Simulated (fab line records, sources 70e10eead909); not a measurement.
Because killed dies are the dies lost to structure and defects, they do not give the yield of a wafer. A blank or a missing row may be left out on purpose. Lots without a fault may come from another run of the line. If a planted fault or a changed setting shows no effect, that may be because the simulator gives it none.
fab line records	flow nand_harc	part 1 of 2: steps 1 to 25 of 37
[record] lots = 5	wafers = 15	last_day = 34
route steps=1302 shown A_BONDPAD@1208 HYBRID_BOND@1237 THIN_TSV@1244
lots that met no fault: taken from a fault-free run of the same line
start_h: start of the lot's first displayed wafer, in hours after the record's first day	wait_h: hours from the lot's prior step to this one	" as in the row above	L1.1+2: several wafers, shown together as one row	- no value present, or no start provided	* or withheld: withheld	< > ~ a bound
route shown NAME@n: a module of which the file shows steps, and the number in the route of the first	usual: mean/standard deviation taken from wafers without a fault	same: alike in all rows	chamber/n: place in a boat	sites: the reading at each site	_std_site: standard deviation of those values	_edge_site: the outer-site mean with the inner-site mean subtracted	radius_mm: how far each site lies from the wafer's centre	mask NAME#n: copy n	behind: the last tool/chamber to shape the wafer	hold: cause of the lot's hold/its duration in hours/its outcome	device: the n, p or np transistor that did not switch	end of line: tests run on the same wafers once the route is complete	a step without rows: its recipe alone	killed: dies lost to structure and defects at the first sort, not the wafer's yield	map: a wafer's dies, marking killed ones x, the rest . and places with no die _
set.NAME: the run value of the setting; set.NAME@STEP: its run value at that earlier step	model.NAME: the simulator's own value behind a step, which no gauge read
lots at selected steps of the route; one table per step, one row per wafer
services: from which hour (start_h, from the record's first day; less than 0 if before it) a tool's chamber was out of use, for how many hours, and why
[[steps]]
[step NHARC_A_BONDPAD_COAT_33]
[recipe] temp_c = 200	time_s = 65
lot.wafer	tool	chamber	start_h	wait_h
L082.3+4+6	litho_track-05	0	-	-
L091.1+2+5	litho_track-05	0	-	-
L097.3+4+6	litho_track-07	0	-	-
L095.1+3+4	litho_track-05	0	-	-
L096.1+4+6	litho_track-05	0	-	-
[step NHARC_A_BONDPAD_COAT_03]
[recipe] spin_rpm = 2000	resist_thk_nm = 600
[usual] dispense_pressure_kPa = 49/3.6
lot.wafer	tool	chamber	start_h	wait_h	dispense_pressure_kPa
L082.3	litho_track-05	0	-	-	51
L082.4	"	0	"	"	51
L082.6	"	0	"	"	51
L091.1	litho_track-05	0	-	-	51
L091.2	"	0	"	"	51
L091.5	"	0	"	"	51
L097.3	litho_track-07	0	-	-	45
L097.4	"	0	"	"	45
L097.6	"	0	"	"	45
L095.1	litho_track-05	0	-	-	51
L095.3	"	0	"	"	51
L095.4	"	0	"	"	51
L096.1	litho_track-05	0	-	-	51
L096.4	"	0	"	"	51
L096.6	"	0	"	"	51
[step NHARC_A_BONDPAD_SOFTBAKE_04]
[recipe] temp_c = 125	time_s = 70
lot.wafer	tool	chamber	start_h	wait_h
L082.3+4+6	litho_track-05	0	-	-
L091.1+2+5	litho_track-05	0	-	-
L097.3+4+6	litho_track-07	0	-	-
L095.1+3+4	litho_track-05	0	-	-
L096.1+4+6	litho_track-05	0	-	-
[step NHARC_A_BONDPAD_EBR_05]
lot.wafer	tool	chamber	start_h	wait_h
L082.3+4+6	litho_track-05	0	-	-
L091.1+2+5	litho_track-05	0	-	-
L097.3+4+6	litho_track-07	0	-	-
L095.1+3+4	litho_track-05	0	-	-
L096.1+4+6	litho_track-05	0	-	-
[step NHARC_A_BONDPAD_EXPOSE_06]
[recipe] na = 0.55	dose_mj = 36.99	mask_id = A_BPAD
[usual] focus_offset_nm = 0.0/0.51
lot.wafer	tool	chamber	start_h	wait_h	mask	focus_offset_nm
L082.3	krf_scanner-02	0	622.47	-	A_BPAD#0	-0.4
L082.4	"	0	"	"	A_BPAD#0	-0.5
L082.6	"	0	"	"	A_BPAD#0	0.0
L091.1	krf_scanner-02	0	697.40	-	A_BPAD#0	0.6
L091.2	"	0	"	"	A_BPAD#0	0.4
L091.5	"	0	"	"	A_BPAD#0	0.5
L097.3	krf_scanner-04	0	765.87	-	A_BPAD#0	-0.1
L097.4	"	0	"	"	A_BPAD#0	0.2
L097.6	"	0	"	"	A_BPAD#0	0.2
L095.1	krf_scanner-03	0	767.40	-	A_BPAD#0	0.8
L095.3	"	0	"	"	A_BPAD#0	0.2
L095.4	"	0	"	"	A_BPAD#0	-0.7
L096.1	krf_scanner-03	0	773.85	-	A_BPAD#0	-0.1
L096.4	"	0	"	"	A_BPAD#0	0.3
L096.6	"	0	"	"	A_BPAD#0	-0.1
[step NHARC_A_BONDPAD_PEB_07]
[recipe] peb_temp_c = 128	peb_time_s = 80
lot.wafer	tool	chamber	start_h	wait_h
L082.3+4+6	litho_track-03	0	622.53	0.1
L091.1+2+5	litho_track-05	0	697.47	0.1
L097.3+4+6	litho_track-07	0	765.93	0.1
L095.1+3+4	litho_track-03	0	767.47	0.1
L096.1+4+6	litho_track-05	0	773.91	0.1
[step NHARC_A_BONDPAD_DEVELOP_08]
[recipe] time_s = 50	dev_temp_c = 22
lot.wafer	tool	chamber	start_h	wait_h
L082.3+4+6	litho_track-03	0	-	-
L091.1+2+5	litho_track-05	0	-	-
L097.3+4+6	litho_track-07	0	-	-
L095.1+3+4	litho_track-03	0	-	-
L096.1+4+6	litho_track-05	0	-	-
[step NHARC_A_BONDPAD_CD_MEAS_09]
[recipe] target_cd_nm = 500	landing_energy_ev = 500
[usual] cd_nm = 499.8/1.3
lot.wafer	tool	chamber	start_h	wait_h	cd_nm
L082.3	cd_sem-01	0	622.62	-	499.6
L082.4	"	0	"	"	500.2
L082.6	"	0	"	"	498.4
L091.1	cd_sem-01	0	697.55	-	499.9
L091.2	"	0	"	"	500.1
L091.5	"	0	"	"	498.3
L097.3	cd_sem-03	0	766.02	-	499.3
L097.4	"	0	"	"	499.6
L097.6	"	0	"	"	499.2
L095.1	cd_sem-01	0	767.56	-	498.0
L095.3	"	0	"	"	499.7
L095.4	"	0	"	"	498.5
L096.1	cd_sem-02	0	774.00	-	499.0
L096.4	"	0	"	"	495.4
L096.6	"	0	"	"	499.1
[step NHARC_A_BONDPAD_OVL_MEAS_35]
[usual] overlay_x_nm = -2/6.7	overlay_y_nm = 1/5.4
lot.wafer	tool	chamber	start_h	wait_h	overlay_x_nm	overlay_y_nm
L082.3	overlay-02	-	622.71	-	4	4
L082.4	"	-	"	"	4	4
L082.6	"	-	"	"	4	4
L091.1	overlay-01	-	697.64	-	-1	-9
L091.2	"	-	"	"	-1	-9
L091.5	"	-	"	"	0	-9
L097.3	overlay-02	-	766.10	-	-13	-3
L097.4	"	-	"	"	-13	-3
L097.6	"	-	"	"	-13	-2
L095.1	overlay-02	-	767.65	-	-5	-8
L095.3	"	-	"	"	-4	-9
L095.4	"	-	"	"	-4	-8
L096.1	overlay-01	-	774.09	-	-8	3
L096.4	"	-	"	"	-8	2
L096.6	"	-	"	"	-8	3
[step NHARC_A_BONDPAD_HARDBAKE_10]
[recipe] temp_c = 118	time_s = 65
lot.wafer	tool	chamber	start_h	wait_h
L082.3+4+6	litho_track-05	0	622.76	0.0
L091.1+2+5	litho_track-05	0	697.69	0.0
L097.3+4+6	litho_track-03	0	766.17	0.1
L095.1+3+4	litho_track-07	0	767.69	0.0
L096.1+4+6	litho_track-03	0	774.14	0.0
[step NHARC_A_BONDPAD_DESCUM_11]
[recipe] time_s = 3	o2_flow_sccm = 200	ar_flow_sccm = 0	bias_power_w = 0	chemistry = O2
[usual] drypump_motor_current_A = 5.63/0.28	oes_product_au = 1.000/0.0074	rf_vpp_V = 57.7/0.93	showerhead_plenum_p_Torr = 1.88/0.064	throttle_valve_pct = 11.312/0.0094
lot.wafer	tool	chamber	start_h	wait_h	drypump_motor_current_A	oes_product_au	rf_hours_counter_h	rf_vpp_V	showerhead_plenum_p_Torr	throttle_valve_pct
L082.3	rie_diel-08	0	622.85	-	5.29	1.001	2	58.0	1.87	11.309
L082.4	"	1	"	"	5.63	0.998	-	56.3	1.78	11.300
L082.6	"	3	"	"	5.36	1.000	-	56.9	1.86	11.312
L091.2	rie_diel-08	3	697.78	-	5.36	0.991	5	58.1	1.86	11.314
L091.1	"	0	"	"	5.29	1.005	4	58.5	1.87	11.322
L091.5	"	1	"	"	5.60	1.000	-	56.7	1.78	11.301
L097.4	rie_diel-04	0	766.24	-	5.87	0.989	5	59.6	1.84	11.318
L097.3	"	1	"	"	5.68	0.988	5	58.3	1.93	11.318
L097.6	"	0	"	"	5.85	0.998	-	57.6	1.84	11.291
L095.1	rie_diel-04	2	767.77	-	6.20	0.995	6	57.5	1.79	11.302
L095.3	"	0	"	"	5.78	1.007	5	55.8	1.83	11.317
L095.4	"	1	"	"	5.67	0.996	5	58.9	1.93	11.317
L096.4	rie_diel-04	2	774.21	-	6.23	0.995	7	57.2	1.79	11.297
L096.1	"	0	"	"	5.86	1.002	7	58.8	1.83	11.300
L096.6	"	2	"	"	6.21	0.993	-	56.9	1.79	11.302
[step NHARC_A_BONDPAD_ETCH_34]
[recipe] target_depth_a = 600	overetch_a = 180	time_s = 65.91	ion_energy_ev = 200	n2_flow_sccm = 150	h2_flow_sccm = 150	ar_flow_sccm = 0	rf_w = 400	bias_w = 150	chemistry = N2/H2
[usual] drypump_motor_current_A = 5.63/0.28	oes_product_au = 1.000/0.0073	rf_vpp_V = 429.3/2.2	showerhead_plenum_p_Torr = 2.00/0.071	throttle_valve_pct = 14.171/0.0088
lot.wafer	tool	chamber	start_h	wait_h	drypump_motor_current_A	oes_product_au	rf_hours_counter_h	rf_vpp_V	showerhead_plenum_p_Torr	throttle_valve_pct
L082.3	rie_diel-08	0	622.93	0.1	5.27	1.006	2	428.8	1.99	14.177
L082.6	"	0	"	"	5.26	1.011	-	429.8	1.99	14.173
L082.4	"	3	"	"	5.38	0.996	-	427.6	1.98	14.193
L091.1	rie_diel-08	0	697.85	0.1	5.28	1.005	4	428.0	1.99	14.165
L091.2	"	3	"	"	5.35	0.994	5	428.2	1.98	14.164
L091.5	"	0	"	"	5.30	1.001	-	427.6	1.99	14.175
L097.3	rie_diel-04	1	766.34	0.1	5.68	0.988	5	429.6	2.06	14.179
L097.4	"	2	"	"	6.23	1.003	6	428.0	1.90	14.173
L097.6	"	0	"	"	5.84	0.995	-	427.8	1.95	14.173
L095.4	rie_diel-04	0	767.86	0.1	5.84	0.999	5	427.8	1.95	14.175
L095.3	"	1	"	"	5.71	0.995	5	431.6	2.06	14.164
L095.1	"	2	"	"	6.24	0.995	6	425.5	1.90	14.171
L096.1	rie_diel-04	2	774.33	0.1	6.24	1.008	7	426.9	1.90	14.182
L096.4	"	0	"	"	5.81	0.996	7	428.9	1.95	14.185
L096.6	"	1	"	"	5.69	1.000	-	430.8	2.06	14.166
[step NHARC_A_BONDPAD_ETCH_12]
[recipe] target_depth_a = 2200	time_s = 110	chf3_flow_sccm = 50	o2_flow_sccm = 10	ar_flow_sccm = 200	rf_w = 500	bias_w = 200	chemistry = CHF3/O2
[usual] drypump_motor_current_A = 5.64/0.28	oes_product_au = 0.946/0.022	rf_vpp_V = 369.5/1.8	showerhead_plenum_p_Torr = 2.35/0.074	throttle_valve_pct = 20.573/0.0085
lot.wafer	tool	chamber	start_h	wait_h	drypump_motor_current_A	oes_product_au	rf_hours_counter_h	rf_vpp_V	showerhead_plenum_p_Torr	throttle_valve_pct
L082.3	rie_diel-08	0	-	-	5.31	0.936	2	368.1	2.34	20.574
L082.6	"	0	"	"	5.32	0.937	-	367.6	2.34	20.573
L082.4	"	1	"	"	5.62	0.928	-	367.8	2.25	20.575
L091.2	rie_diel-08	0	-	-	5.27	0.984	4	370.1	2.34	20.574
L091.1	"	2	"	"	5.70	0.967	3	369.1	2.38	20.575
L091.5	"	0	"	"	5.30	0.982	-	369.1	2.34	20.583
L097.4	rie_diel-04	2	-	-	6.20	0.922	6	367.4	2.25	20.574
L097.3	"	3	"	"	5.74	0.931	6	371.1	2.45	20.561
L097.6	"	2	"	"	6.22	0.921	-	367.4	2.25	20.569
L095.3	rie_diel-04	3	-	-	5.79	0.937	6	372.0	2.45	20.556
L095.4	"	0	"	"	5.83	0.916	5	367.3	2.31	20.583
L095.1	"	2	"	"	6.25	0.928	6	367.0	2.25	20.584
L096.4	rie_diel-04	1	-	-	5.70	0.916	6	370.2	2.42	20.571
L096.1	"	2	"	"	6.22	0.925	7	367.4	2.25	20.581
L096.6	"	2	"	"	6.19	0.920	-	368.4	2.25	20.567
[step NHARC_A_BONDPAD_CD_MEAS_13]
[usual] cd_nm = 499.4/1.4
lot.wafer	tool	chamber	start_h	wait_h	cd_nm
L082.3	cd_sem-03	-	623.20	-	498.6
L082.4	"	-	"	"	499.7
L082.6	"	-	"	"	497.5
L091.1	cd_sem-03	-	698.08	-	499.2
L091.2	"	-	"	"	500.8
L091.5	"	-	"	"	498.5
L097.3	cd_sem-03	-	766.56	-	498.7
L097.4	"	-	"	"	498.1
L097.6	"	-	"	"	499.5
L095.1	cd_sem-03	-	768.09	-	498.4
L095.3	"	-	"	"	498.7
L095.4	"	-	"	"	498.1
L096.1	cd_sem-03	-	774.56	-	498.0
L096.4	"	-	"	"	494.8
L096.6	"	-	"	"	498.5
[step NHARC_A_BONDPAD_STRIP_15]
[recipe] o2_flow_sccm = 500	ar_flow_sccm = 0	bias_w = 0	chemistry = O2
[usual] drypump_motor_current_A = 5.73/0.28	oes_product_au = 1.000/0.007	rf_vpp_V = 57.6/0.91	showerhead_plenum_p_Torr = 3.46/0.11	throttle_valve_pct = 17.038/0.0095
lot.wafer	tool	chamber	start_h	wait_h	drypump_motor_current_A	oes_product_au	rf_hours_counter_h	rf_vpp_V	showerhead_plenum_p_Torr	throttle_valve_pct
L082.4	rie_diel-13	1	623.28	0.1	5.63	1.003	30	58.0	3.38	17.042
L082.3	"	0	"	"	5.44	0.999	32	58.7	3.75	17.022
L082.6	"	1	"	"	5.64	0.989	-	57.6	3.38	17.033
L091.1	rie_diel-04	0	698.17	0.1	5.81	1.016	25	57.9	3.40	17.038
L091.2	"	2	"	"	6.23	0.999	19	57.6	3.32	17.042
L091.5	"	0	"	"	5.81	0.999	-	57.3	3.40	17.038
L097.3	rie_diel-04	1	766.66	0.1	5.67	0.988	5	57.5	3.56	17.033
L097.4	"	2	"	"	6.23	1.005	6	58.2	3.32	17.059
L097.6	"	0	"	"	5.84	1.003	-	57.0	3.39	17.042
L095.3	rie_diel-04	2	768.16	0.1	6.20	0.995	6	57.4	3.32	17.030
L095.1	"	0	"	"	5.83	0.992	5	57.7	3.39	17.042
L095.4	"	1	"	"	5.68	0.997	5	56.4	3.56	17.035
L096.4	rie_diel-04	1	774.63	0.1	5.71	0.999	6	58.2	3.56	17.040
L096.1	"	2	"	"	6.24	0.999	7	57.4	3.31	17.025
L096.6	"	2	"	"	6.23	0.997	-	58.4	3.31	17.030
[step NHARC_A_BONDPAD_ETCH_24]
[recipe] target_depth_a = 300	over_etch_frac = 0.3	time_s = 72.99	ion_energy_ev = 150	cf4_flow_sccm = 50	n2_flow_sccm = 100	ar_flow_sccm = 150	rf_w = 300	bias_w = 100	chemistry = CF4/N2
[usual] drypump_motor_current_A = 5.74/0.28	oes_product_au = 1.000/0.0066	rf_vpp_V = 313.4/1.6	showerhead_plenum_p_Torr = 2.58/0.084	throttle_valve_pct = 19.794/0.0086
lot.wafer	tool	chamber	start_h	wait_h	drypump_motor_current_A	oes_product_au	rf_hours_counter_h	rf_vpp_V	showerhead_plenum_p_Torr	throttle_valve_pct
L082.3	rie_diel-13	3	-	-	6.26	1.002	22	313.4	2.69	19.798
L082.4	"	0	"	"	5.42	1.006	32	318.0	2.80	19.785
L082.6	"	2	"	"	6.23	0.992	-	315.0	2.67	19.796
L091.2	rie_diel-04	2	-	-	6.21	1.004	19	311.6	2.47	19.784
L091.1	"	1	"	"	5.67	1.001	26	315.1	2.65	19.776
L091.5	"	2	"	"	6.23	0.999	-	311.2	2.47	19.788
L097.4	rie_diel-04	1	-	-	5.67	0.991	5	315.4	2.65	19.780
L097.3	"	2	"	"	6.22	0.998	6	312.2	2.47	19.802
L097.6	"	1	"	"	5.69	0.997	-	315.8	2.65	19.801
L095.3	rie_diel-04	3	-	-	5.77	1.003	6	315.4	2.68	19.804
L095.1	"	0	"	"	5.81	0.997	5	313.9	2.52	19.801
L095.4	"	1	"	"	5.70	1.002	5	313.1	2.65	19.788
L096.1	rie_diel-04	2	-	-	6.23	0.997	7	309.9	2.46	19.798
L096.4	"	1	"	"	5.70	0.994	6	314.3	2.65	19.785
L096.6	"	2	"	"	6.23	0.996	-	311.2	2.46	19.809
[step NHARC_A_BONDPAD_STRIP_16]
[recipe] time_s = 600	temp_c = 30	chemistry = post_etch_residue_remover
lot.wafer	tool	chamber	start_h	wait_h
L082.4+6+3	wet_bench-08	2,4,6	623.56	-
L091.1+5+2	wet_bench-10	6,7,0	698.44	-
L097.3+6+4	wet_bench-10	7,1,3	766.92	-
L095.3+4+1	wet_bench-10	0,3,4	768.45	-
L096.4+6+1	wet_bench-08	2,3,4	774.93	-
[step NHARC_A_BONDPAD_DEGAS_25]
[recipe] temp_c = 300	time_s = 60
[usual] heater_power_w = 447/28
lot.wafer	tool	chamber	start_h	wait_h	heater_power_w
L082.4	pvd_sputter-03	-	623.83	-	426
L082.3	"	-	"	"	407
L082.6	"	-	"	"	431
L091.2	pvd_sputter-02	-	698.70	-	434
L091.1	"	-	"	"	457
L091.5	"	-	"	"	423
L097.4	pvd_sputter-02	-	767.18	-	472
L097.3	"	-	"	"	438
L097.6	"	-	"	"	486
L095.1	pvd_sputter-03	-	768.71	-	416
L095.3	"	-	"	"	461
L095.4	"	-	"	"	481
L096.4	pvd_sputter-02	-	775.18	-	449
L096.1	"	-	"	"	484
L096.6	"	-	"	"	424
[step NHARC_A_BONDPAD_PRE_CLEAN_26]
[recipe] time_s = 30	temp_c = 280	gas = H2/He
[usual] heater_power_w = 394/24
lot.wafer	tool	chamber	start_h	wait_h	heater_power_w
L082.3	pvd_sputter-03	-	-	-	397
L082.4	"	-	"	"	437
L082.6	"	-	"	"	376
L091.2	pvd_sputter-02	-	-	-	420
L091.1	"	-	"	"	407
L091.5	"	-	"	"	406
L097.4	pvd_sputter-02	-	-	-	386
L097.3	"	-	"	"	396
L097.6	"	-	"	"	398
L095.1	pvd_sputter-03	-	-	-	362
L095.3	"	-	"	"	423
L095.4	"	-	"	"	416
L096.1	pvd_sputter-02	-	-	-	385
L096.4	"	-	"	"	404
L096.6	"	-	"	"	375
[step NHARC_A_BONDPAD_PVD_17]
[recipe] target_thk_a = 50	bias_v = 168.6	power_w = 15000	chamber_pressure_pa = 0.12	time_s = 8.06	substrate_temp_c = 50	material = TaN
[usual] chamber_pressure_pa = 0.11999/0.00024	throttle_valve_pct = 29.9/0.92
lot.wafer	tool	chamber	start_h	wait_h	chamber_pressure_pa	throttle_valve_pct
L082.4	pvd_sputter-03	-	-	-	0.11992	28.9
L082.3	"	-	"	"	0.1196	29.5
L082.6	"	-	"	"	0.11999	31.5
L091.1	pvd_sputter-02	-	-	-	0.12004	30.3
L091.2	"	-	"	"	0.12032	29.9
L091.5	"	-	"	"	0.12016	30.1
L097.3	pvd_sputter-02	-	-	-	0.12023	30.0
L097.4	"	-	"	"	0.12002	30.0
L097.6	"	-	"	"	0.12011	30.2
L095.1	pvd_sputter-03	-	-	-	0.12025	30.7
L095.4	"	-	"	"	0.11995	28.9
L095.3	"	-	"	"	0.11965	28.5
L096.4	pvd_sputter-02	-	-	-	0.12045	30.0
L096.1	"	-	"	"	0.11979	30.2
L096.6	"	-	"	"	0.1198	29.8
[step NHARC_A_BONDPAD_PVD_27]
[recipe] target_thk_a = 300	chamber_pressure_pa = 5	power_w = 5000	substrate_temp_c = 30	time_s = 20.49	material = Cu
[usual] chamber_pressure_pa = 5.001/0.01	throttle_valve_pct = 29.9/0.89
lot.wafer	tool	chamber	start_h	wait_h	chamber_pressure_pa	throttle_valve_pct
L082.4	pvd_sputter-03	-	-	-	4.999	29.0
L082.3	"	-	"	"	5.023	29.3
L082.6	"	-	"	"	5.008	28.9
L091.1	pvd_sputter-02	-	-	-	5.001	30.2
L091.2	"	-	"	"	4.987	31.0
L091.5	"	-	"	"	4.998	30.4
L097.4	pvd_sputter-02	-	-	-	4.998	30.0
L097.3	"	-	"	"	4.992	30.2
L097.6	"	-	"	"	4.998	29.6
L095.1	pvd_sputter-03	-	-	-	5.017	28.6
L095.4	"	-	"	"	5.002	30.7
L095.3	"	-	"	"	4.995	29.2
L096.4	pvd_sputter-02	-	-	-	5.007	30.1
L096.1	"	-	"	"	5.004	30.1
L096.6	"	-	"	"	5.012	31.1
[step NHARC_A_BONDPAD_ECD_18]
[recipe] target_thk_a = 4000	bath_temp_c = 25	material = Cu
lot.wafer	tool	chamber	start_h	wait_h
L082.4+3+6	ecd_cu-02	0,1,1	624.29	-
L091.1+2+5	ecd_cu-02	0,1,1	699.06	-
L097.4+3+6	ecd_cu-01	0,1,0	767.68	-
L095.1+4+3	ecd_cu-01	0,0,1	769.08	-
L096.1+4+6	ecd_cu-01	1,0,0	775.75	-
[step NHARC_A_BONDPAD_ANNEAL_28]
[recipe] temp_c = 225	time_s = 90
[usual] wafer_temp_C_max = 225.9/0.32
lot.wafer	tool	chamber	start_h	wait_h	wafer_temp_C_max
L082.3	rtp_anneal-01	0	624.67	0.3	225.6
L082.4	"	0	"	"	225.9
L082.6	"	0	"	"	225.4
L091.1	rtp_anneal-02	0	699.44	-	226.1
L091.2	"	0	"	"	225.8
L091.5	"	0	"	"	225.4
L097.3	rtp_anneal-02	0	768.06	0.3	225.4
L097.4	"	0	"	"	225.8
L097.6	"	0	"	"	225.4
L095.1	rtp_anneal-02	0	769.46	-	225.6
L095.3	"	0	"	"	225.5
L095.4	"	0	"	"	225.6
L096.1	rtp_anneal-02	0	776.13	-	225.4
L096.4	"	0	"	"	225.4
L096.6	"	0	"	"	225.3
[step NHARC_A_BONDPAD_CMP_19]
[recipe] t_overpolish_s = 30	cu_recess_touch_s = 16	target_thk_nm = 169.82
[usual] motor_current_A = 12.5/1.2	overpolish_run_s = 30.001/0.0088
lot.wafer	tool	chamber	start_h	wait_h	motor_current_A	overpolish_run_s
L082.3	cmp-04	0	624.94	-	13.4	30.003
L082.4	"	1	"	"	12.1	29.998
L082.6	"	3	"	"	12.4	30.006
L091.1	cmp-02	0	699.79	-	12.7	30.000
L091.2	"	3	"	"	10.8	30.005
L091.5	"	0	"	"	12.2	30.002
L097.3	cmp-02	1	768.30	-	10.7	30.000
L097.4	"	3	"	"	11.2	29.989
L097.6	"	2	"	"	14.4	29.992
L095.3	cmp-04	1	769.80	-	11.7	29.995
L095.1	"	2	"	"	11.0	29.997
L095.4	"	0	"	"	13.4	30.001
L096.1	cmp-03	3	776.47	-	13.9	29.993
L096.4	"	1	"	"	11.2	30.006
L096.6	"	3	"	"	14.1	30.013
[step NHARC_A_BONDPAD_THK_MEAS_20]
[recipe] thk_meas_gauge = xrf
[usual] thk_nm = 170.1/1.3
lot.wafer	tool	chamber	start_h	wait_h	thk_nm
L082.3	film_metro-02	-	625.24	-	171.0
L082.4	"	-	"	"	170.2
L082.6	"	-	"	"	170.2
L091.1	film_metro-02	-	700.11	-	167.8
L091.2	"	-	"	"	169.9
L091.5	"	-	"	"	169.3
L097.3	film_metro-01	-	768.63	-	171.5
L097.4	"	-	"	"	172.3
L097.6	"	-	"	"	170.6
L095.1	film_metro-02	-	770.13	-	169.4
L095.3	"	-	"	"	169.8
L095.4	"	-	"	"	170.8
L096.1	film_metro-01	-	776.79	-	170.3
L096.4	"	-	"	"	169.6
L096.6	"	-	"	"	168.9
